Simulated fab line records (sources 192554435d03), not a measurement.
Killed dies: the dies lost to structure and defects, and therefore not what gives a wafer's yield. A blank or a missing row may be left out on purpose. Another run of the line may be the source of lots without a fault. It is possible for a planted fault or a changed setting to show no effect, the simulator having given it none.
Struck lot and sound lot, side by side    flow n5Finfet    38 steps out of a route of 1938
Sound: the wafers L550.3, L550.4, L550.5. The struck wafers were L541.2, L541.4, L541.6. The cause is given at the end.
At each step with rows: each side's tool, then ch and its chambers, then its first start. Under that, the readings that differ: sound wafers    struck wafers    difference of the means    sigmas: that difference in standard deviations of wafers without a fault.
alike: readings whose means differ by less than 2 such deviations, and words and numbers that are the same on both sides. not compared: withheld readings, readings that some wafer has no value for, bounds like >300 that may hide the same value, and numbers for which the record gives no deviation and whose values overlap.
The two part at a step that has a row with sigmas, a row that says differs or no value, or rows on one side only. Non-overlapping numbers with no deviation appear without sigmas and do not part them. A reading missing from all wafers of one side parts the sides only when that side holds two or more wafers.

first, 9 steps without rows for these wafers: N5_PMOS_HMC_CHANNEL_EPI_EPI_26 (deposits Si from SiH4/H2, target thk 3.8 nm, time 22.7 s); N5_FIN_SAQP_PRECLEAN_42 (cleans in O3/DIW, time 60 s); N5_FIN_SAQP_PRECLEAN_00 (cleans in SC1, time 60 s); N5_FIN_SAQP_PRECLEAN_44 (cleans in SC2, time 45 s); N5_FIN_SAQP_SRD_01 (time 30 s); N5_FIN_SAQP_ALD_61 (deposits SiO2, target thk 4 nm, pulse time 1 s, purge time 2 s); N5_FIN_SAQP_DENSIFY_62 (time 60 s); N5_FIN_SAQP_HM_DEP_03 (deposits SiNx from SiH4/NH3/N2, target thk 38 nm, time 33.6 s); N5_FIN_SAQP_PECVD_47 (deposits a-Si from SiH4/He, target thk 45 nm, time 36.3 s).
N5_FIN_SAQP_PECVD_48: deposits SiNx from SiH4/NH3/N2, target thk 25 nm, time 22.1 s.
  sound on pecvd-02 ch 0,1,2, day 6 03:23; struck on pecvd-03 ch 0,1, day 3 20:44
  no value came back on the struck wafers for any of 6 readings (chamberPressureTorr (Torr), heaterPowerOuterW (W) and others); on the sound wafers chamberPressureTorr (Torr) reads 1.500 1.500 1.494
then, 16 steps without rows for these wafers: N5_FIN_SAQP_PECVD_06 (deposits a-Si from SiH4/He, target thk 60 nm, time 48.1 s); N5_FIN_SAQP_HM_DEP_72 (deposits SiO2 from SiH4/N2O, target thk 12 nm, time 7.2 s); N5_FIN_SAQP_COAT_49 (time 60 s, resist thk 100 nm); N5_FIN_SAQP_COAT_50 (time 60 s, resist thk 35 nm); N5_FIN_SAQP_COAT_10 (resist thk 90 nm); N5_FIN_SAQP_EBR_12; N5_FIN_SAQP_SOFTBAKE_11 (time 60 s); N5_FIN_SAQP_EXPOSE_13 (exposes mask FIN CORE, target cd 35.6 nm); N5_FIN_SAQP_PEB_14 (peb time 60 s); N5_FIN_SAQP_DEVELOP_15 (develop time 30 s); N5_FIN_SAQP_DESCUM_21 (chemistry O2, time 7.9 s); N5_FIN_SAQP_ETCH_51 (etches SiARC in CF4, target depth 45.5 nm, time 75.8 s); N5_FIN_SAQP_ETCH_52 (etches SOC in N2/H2, target depth 100 nm, overetch 20 nm, time 150 s); N5_FIN_SAQP_STRIP_53 (strips in N2/H2); N5_FIN_SAQP_HM_OPEN_73 (chemistry CHF3/O2, target SiO2, stops on a-Si, target depth 12 nm, time 16.8 s); N5_FIN_SAQP_STRIP_74 (strips in CHF3/O2).
N5_FIN_SAQP_MANDREL_ETCH_22: etches a-Si in HBr/Cl2, stops on SiNx, target depth 60 nm, bt time 10 s, time 30 s.
  sound on rieSi-04 ch 0,1, day 6 04:28; struck on rieSi-05 ch 1,2,3, day 3 21:45
  alike: drypumpMotorCurrentA, heBacksideLeakSccm, oesProductAu, throttleValvePct
  not compared: rfHoursCounterH, model.SiNx_of_FIN_SAQP_HM_DEP_03.thkNm
then, 7 steps without rows for these wafers: N5_FIN_SAQP_STRIP_55 (strips in N2/H2); N5_FIN_SAQP_STRIP_23 (strips in SPM, time 750 s); N5_FIN_SAQP_SRD_66 (time 30 s); N5_FIN_SAQP_RECESS_75 (chemistry HF/NH3, target SiO2, target depth 14.4 nm, afs cycles 3, sublimation time 60 s); N5_FIN_SAQP_SPACER1_ALD_24 (deposits SiO2, target thk 20.3 nm, pulse time 1 s, purge time 2 s); N5_FIN_SAQP_SPACER1_ETCHBACK_25 (etches SiO2 in CHF3/O2, target depth 24.4 nm, time 12.2 s); N5_FIN_SAQP_MANDREL1_REMOVE_56 (chemistry HBr/Cl2/O2, target a-Si, stops on SiNx, bt time 10 s).
N5_FIN_SAQP_ETCH_57: etches SiNx in CH3F/O2, target depth 32.5 nm, time 46.4 s.
  sound on rieDiel-05 ch 0,2, day 6 06:30; struck on rieDiel-04 ch 1,2, day 3 23:51
reading                   sound              struck          difference  sigmas
drypumpMotorCurrentA (A)  6.1 6.3 6.3        4.8 4.8 5.1     -1.3        -3
etchRfOnTimeS (s)         45.1 45.4 45.5     6.0 6.0 6.0     -39.3       -28
oesProductAu (a.u.)       0.66 0.72 0.71     0.27 0.27 0.28  -0.42       -8
model.etch.depthNm (nm)   24.69 24.93 24.93  0 0 0           -25         
  alike: rfVppV, showerheadPlenumPTorr, throttleValvePct
  not compared: rfHoursCounterH
N5_FIN_SAQP_CD_MEAS_31: the cd target is 8 nm.
  sound on cdSem-02 ch 0, day 6 08:05; struck on cdSem-03 ch 0, day 4 02:17
reading    sound           struck  difference                     sigmas
cdNm (nm)  8.47 8.15 8.17  - - -   no value on the struck wafers  
N5_BEOL_M4_RC_MEAS_101:
  the record has rows for the sound wafers here (prober-01 ch 0, day 12 03:05) and none for the struck ones
N5_PASSIVATION_PROBE_49:
  rows exist in the record for the sound wafers here (prober-02, day 16 10:11), none for the struck ones

WHERE THEY PART
Earliest at N5_FIN_SAQP_PECVD_48; latest, in this record, at N5_PASSIVATION_PROBE_49.

WHY: what had been put in by the simulator
Skipped step whole: pecvd-03, from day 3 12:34 on, at N5_FIN_SAQP_PECVD_48. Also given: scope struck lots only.
